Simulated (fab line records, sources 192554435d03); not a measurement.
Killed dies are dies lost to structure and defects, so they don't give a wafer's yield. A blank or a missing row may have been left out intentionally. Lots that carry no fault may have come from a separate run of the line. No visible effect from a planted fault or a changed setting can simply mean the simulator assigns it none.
Lot-split experiment || flow n5 finfet || on a route of 1938 steps: 7 lots, 39 wafers read

## SPLIT DETAILS
At N5_BEOL_M9_PECVD_70 (deposits SiO2 from TEOS/O2, target thk 20 nm, time 22.7 s), the setting time s was moved away from the recipe's 22.7 s on 12 of the 39 wafers read, by -34.7% to +59.2%. This setting was run at the recipe's value on the other wafers.

The split's own step is where the reading is taken.

## THE READING
SiO2_of_BEOL_M9_PECVD_70.thk nm (the simulator's own value, which no gauge read), in nm, at N5_BEOL_M9_PECVD_70 (deposits SiO2 from TEOS/O2, target thk 20 nm, time 22.7 s). There is no usual value for it anywhere in the file. Average 19.9 nm, standard deviation 0.33 nm, over the 27 wafers here run with the recipe.

{"wafer": "L074.1", "tool, chamber at the split": "pecvd-03, 1", "time s as run, s": 35.5, "against the recipe": "+56.4%", "SiO2_of_BEOL_M9_PECVD_70.thk nm, nm": 30.6, "against lot-mates on the recipe": "+10.9"}
{"wafer": "L074.2", "tool, chamber at the split": "pecvd-03, 0", "time s as run, s": 35.5, "against the recipe": "+56.4%", "SiO2_of_BEOL_M9_PECVD_70.thk nm, nm": 30.4, "against lot-mates on the recipe": "+10.7"}
{"wafer": "L074.3", "tool, chamber at the split": "pecvd-03, 2", "time s as run, s": 22.7, "against the recipe": "recipe", "SiO2_of_BEOL_M9_PECVD_70.thk nm, nm": 19.6, "against lot-mates on the recipe": "-"}
{"wafer": "L074.4", "tool, chamber at the split": "pecvd-03, 0", "time s as run, s": 35.5, "against the recipe": "+56.4%", "SiO2_of_BEOL_M9_PECVD_70.thk nm, nm": 31.2, "against lot-mates on the recipe": "+11.5"}
{"wafer": "L074.5", "tool, chamber at the split": "pecvd-03, 2,1", "time s as run, s": 22.7, "against the recipe": "recipe", "SiO2_of_BEOL_M9_PECVD_70.thk nm, nm": 19.8, "against lot-mates on the recipe": "-"}
{"wafer": "L074.6", "tool, chamber at the split": "pecvd-03, 2,1", "time s as run, s": 22.7, "against the recipe": "recipe", "SiO2_of_BEOL_M9_PECVD_70.thk nm, nm": 19.8, "against lot-mates on the recipe": "-"}
{"wafer": "L076.1", "tool, chamber at the split": "pecvd-03, 1,2", "time s as run, s": 22.7, "against the recipe": "recipe", "SiO2_of_BEOL_M9_PECVD_70.thk nm, nm": 19.6, "against lot-mates on the recipe": "-"}
{"wafer": "L076.2", "tool, chamber at the split": "pecvd-03, 1,2", "time s as run, s": 22.7, "against the recipe": "recipe", "SiO2_of_BEOL_M9_PECVD_70.thk nm, nm": 19.6, "against lot-mates on the recipe": "-"}
{"wafer": "L076.3", "tool, chamber at the split": "pecvd-03, 1,2,2", "time s as run, s": 22.7, "against the recipe": "recipe", "SiO2_of_BEOL_M9_PECVD_70.thk nm, nm": 19.8, "against lot-mates on the recipe": "-"}
{"wafer": "L076.4", "tool, chamber at the split": "pecvd-03, 1,2,2", "time s as run, s": 22.7, "against the recipe": "recipe", "SiO2_of_BEOL_M9_PECVD_70.thk nm, nm": 19.8, "against lot-mates on the recipe": "-"}
{"wafer": "L076.5", "tool, chamber at the split": "pecvd-03, 1,2,2", "time s as run, s": 22.7, "against the recipe": "recipe", "SiO2_of_BEOL_M9_PECVD_70.thk nm, nm": 19.8, "against lot-mates on the recipe": "-"}
{"wafer": "L076.6", "tool, chamber at the split": "pecvd-03, 1", "time s as run, s": 22.7, "against the recipe": "recipe", "SiO2_of_BEOL_M9_PECVD_70.thk nm, nm": 20.2, "against lot-mates on the recipe": "-"}
{"wafer": "L084.4", "tool, chamber at the split": "pecvd-03, 2,0,1", "time s as run, s": 22.7, "against the recipe": "recipe", "SiO2_of_BEOL_M9_PECVD_70.thk nm, nm": 20.6, "against lot-mates on the recipe": "-"}
{"wafer": "L084.5", "tool, chamber at the split": "pecvd-03, 2,0,1", "time s as run, s": 22.7, "against the recipe": "recipe", "SiO2_of_BEOL_M9_PECVD_70.thk nm, nm": 20.6, "against lot-mates on the recipe": "-"}
{"wafer": "L084.6", "tool, chamber at the split": "pecvd-03, 2,0,1", "time s as run, s": 22.7, "against the recipe": "recipe", "SiO2_of_BEOL_M9_PECVD_70.thk nm, nm": 20.6, "against lot-mates on the recipe": "-"}
{"wafer": "L085.1", "tool, chamber at the split": "pecvd-01, 1,0,2", "time s as run, s": 22.7, "against the recipe": "recipe", "SiO2_of_BEOL_M9_PECVD_70.thk nm, nm": 19.6, "against lot-mates on the recipe": "-"}
{"wafer": "L085.3", "tool, chamber at the split": "pecvd-01, 1,0,2", "time s as run, s": 22.7, "against the recipe": "recipe", "SiO2_of_BEOL_M9_PECVD_70.thk nm, nm": 19.6, "against lot-mates on the recipe": "-"}
{"wafer": "L085.4", "tool, chamber at the split": "pecvd-01, 1,0,2", "time s as run, s": 22.7, "against the recipe": "recipe", "SiO2_of_BEOL_M9_PECVD_70.thk nm, nm": 19.6, "against lot-mates on the recipe": "-"}
{"wafer": "L085.2", "tool, chamber at the split": "pecvd-01, 2", "time s as run, s": 22.7, "against the recipe": "recipe", "SiO2_of_BEOL_M9_PECVD_70.thk nm, nm": 19.4, "against lot-mates on the recipe": "-"}
{"wafer": "L085.5", "tool, chamber at the split": "pecvd-01, 1,0", "time s as run, s": 22.7, "against the recipe": "recipe", "SiO2_of_BEOL_M9_PECVD_70.thk nm, nm": 19.8, "against lot-mates on the recipe": "-"}
{"wafer": "L085.6", "tool, chamber at the split": "pecvd-01, 1,0", "time s as run, s": 22.7, "against the recipe": "recipe", "SiO2_of_BEOL_M9_PECVD_70.thk nm, nm": 19.8, "against lot-mates on the recipe": "-"}
{"wafer": "L086.1", "tool, chamber at the split": "pecvd-01, 0,1", "time s as run, s": 22.7, "against the recipe": "recipe", "SiO2_of_BEOL_M9_PECVD_70.thk nm, nm": 19.6, "against lot-mates on the recipe": "-"}
{"wafer": "L086.5", "tool, chamber at the split": "pecvd-01, 0,1", "time s as run, s": 22.7, "against the recipe": "recipe", "SiO2_of_BEOL_M9_PECVD_70.thk nm, nm": 19.6, "against lot-mates on the recipe": "-"}
{"wafer": "L086.2", "tool, chamber at the split": "pecvd-01, 2,1,0", "time s as run, s": 14.83, "against the recipe": "-34.7%", "SiO2_of_BEOL_M9_PECVD_70.thk nm, nm": 13.2, "against lot-mates on the recipe": -6.6}
{"wafer": "L086.3", "tool, chamber at the split": "pecvd-01, 2,1,0", "time s as run, s": 14.83, "against the recipe": "-34.7%", "SiO2_of_BEOL_M9_PECVD_70.thk nm, nm": 13.2, "against lot-mates on the recipe": -6.6}
{"wafer": "L086.4", "tool, chamber at the split": "pecvd-01, 2,1,0", "time s as run, s": 14.83, "against the recipe": "-34.7%", "SiO2_of_BEOL_M9_PECVD_70.thk nm, nm": 13.2, "against lot-mates on the recipe": -6.6}
{"wafer": "L086.6", "tool, chamber at the split": "pecvd-01, 2", "time s as run, s": 22.7, "against the recipe": "recipe", "SiO2_of_BEOL_M9_PECVD_70.thk nm, nm": 20.2, "against lot-mates on the recipe": "-"}
{"wafer": "L089.1", "tool, chamber at the split": "pecvd-02, 2", "time s as run, s": 22.7, "against the recipe": "recipe", "SiO2_of_BEOL_M9_PECVD_70.thk nm, nm": 20, "against lot-mates on the recipe": "-"}
{"wafer": "L089.2", "tool, chamber at the split": "pecvd-02, 0", "time s as run, s": 22.7, "against the recipe": "recipe", "SiO2_of_BEOL_M9_PECVD_70.thk nm, nm": 19.6, "against lot-mates on the recipe": "-"}
{"wafer": "L089.3", "tool, chamber at the split": "pecvd-02, 1", "time s as run, s": 28.28, "against the recipe": "+24.6%", "SiO2_of_BEOL_M9_PECVD_70.thk nm, nm": 25, "against lot-mates on the recipe": "+5.1"}
{"wafer": "L089.4", "tool, chamber at the split": "pecvd-02, 1,2", "time s as run, s": 28.28, "against the recipe": "+24.6%", "SiO2_of_BEOL_M9_PECVD_70.thk nm, nm": 25.2, "against lot-mates on the recipe": "+5.3"}
{"wafer": "L089.6", "tool, chamber at the split": "pecvd-02, 1,2", "time s as run, s": 28.28, "against the recipe": "+24.6%", "SiO2_of_BEOL_M9_PECVD_70.thk nm, nm": 25.2, "against lot-mates on the recipe": "+5.3"}
{"wafer": "L089.5", "tool, chamber at the split": "pecvd-02, 0", "time s as run, s": 22.7, "against the recipe": "recipe", "SiO2_of_BEOL_M9_PECVD_70.thk nm, nm": 20.2, "against lot-mates on the recipe": "-"}
{"wafer": "L096.1", "tool, chamber at the split": "pecvd-01, 2", "time s as run, s": 22.7, "against the recipe": "recipe", "SiO2_of_BEOL_M9_PECVD_70.thk nm, nm": 19.6, "against lot-mates on the recipe": "-"}
{"wafer": "L096.2", "tool, chamber at the split": "pecvd-01, 0,1", "time s as run, s": 36.14, "against the recipe": "+59.2%", "SiO2_of_BEOL_M9_PECVD_70.thk nm, nm": 30.8, "against lot-mates on the recipe": "+11.0"}
{"wafer": "L096.3", "tool, chamber at the split": "pecvd-01, 0,1", "time s as run, s": 36.14, "against the recipe": "+59.2%", "SiO2_of_BEOL_M9_PECVD_70.thk nm, nm": 30.8, "against lot-mates on the recipe": "+11.0"}
{"wafer": "L096.4", "tool, chamber at the split": "pecvd-01, 2", "time s as run, s": 36.14, "against the recipe": "+59.2%", "SiO2_of_BEOL_M9_PECVD_70.thk nm, nm": 31.6, "against lot-mates on the recipe": "+11.8"}
{"wafer": "L096.5", "tool, chamber at the split": "pecvd-01, 0", "time s as run, s": 22.7, "against the recipe": "recipe", "SiO2_of_BEOL_M9_PECVD_70.thk nm, nm": 20, "against lot-mates on the recipe": "-"}
{"wafer": "L096.6", "tool, chamber at the split": "pecvd-01, 1", "time s as run, s": 22.7, "against the recipe": "recipe", "SiO2_of_BEOL_M9_PECVD_70.thk nm, nm": 19.8, "against lot-mates on the recipe": "-"}
When a row names more than one chamber, that row covers several wafers, and the file does not tell which wafer ran in which chamber.

FIT RESULTS
A straight line over all 39 wafers: SiO2_of_BEOL_M9_PECVD_70.thk nm changes by +0.192 nm for each +1% of time s; r = +1.00; the points scatter about the line by 0.36 nm.
The same after taking each lot's own level away (the mean of its wafers on the recipe; 39 wafers): +0.193 nm for each +1%; r = +1.00; scatter 0.25 nm.
Per that fit: largest time s move, reading shift of 11 nm.
Across the lots, their own levels run from 19.63 to 20.60 nm, a range of 2.9 times the standard deviation given above.
Consequently the slope shifts little with the lot-to-lot level, the two slopes agreeing.
Check: for one of the wafers moved furthest among these (+59.2%), held out of the fit, the line's prediction against its lot-mates is +11.5 nm. It came out at +11 nm against them.

## ADDITIONAL SPLITS CARRIED BY THESE WAFERS
Before the reading, these wafers also passed through other splits. Each is held against what the fit with the lots' levels taken away leaves over:
{"other split on the same wafers": "N5_DUMMY_GATE_ALD_02 target thk a", "wafers away from the commonest value": 6, "r with SiO2_of_BEOL_M9_PECVD_70.thk nm (lot level and that fit taken away)": -0.13}
{"other split on the same wafers": "N5_SD_EPI_P_DEVELOP_08 develop time s", "wafers away from the commonest value": 15, "r with SiO2_of_BEOL_M9_PECVD_70.thk nm (lot level and that fit taken away)": "+0.01"}
{"other split on the same wafers": "N5_HKMG_FIN_ETCH_35 target depth a", "wafers away from the commonest value": 15, "r with SiO2_of_BEOL_M9_PECVD_70.thk nm (lot level and that fit taken away)": "+0.08"}
{"other split on the same wafers": "N5_BEOL_M0_SAQP_ILD_DEP_01 time s", "wafers away from the commonest value": 12, "r with SiO2_of_BEOL_M9_PECVD_70.thk nm (lot level and that fit taken away)": "+0.08"}

## THE FILE'S OWN FIT
SiO2_of_BEOL_M9_PECVD_70.thk nm changes by +0.194 nm for each +1% of time s, r = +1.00.
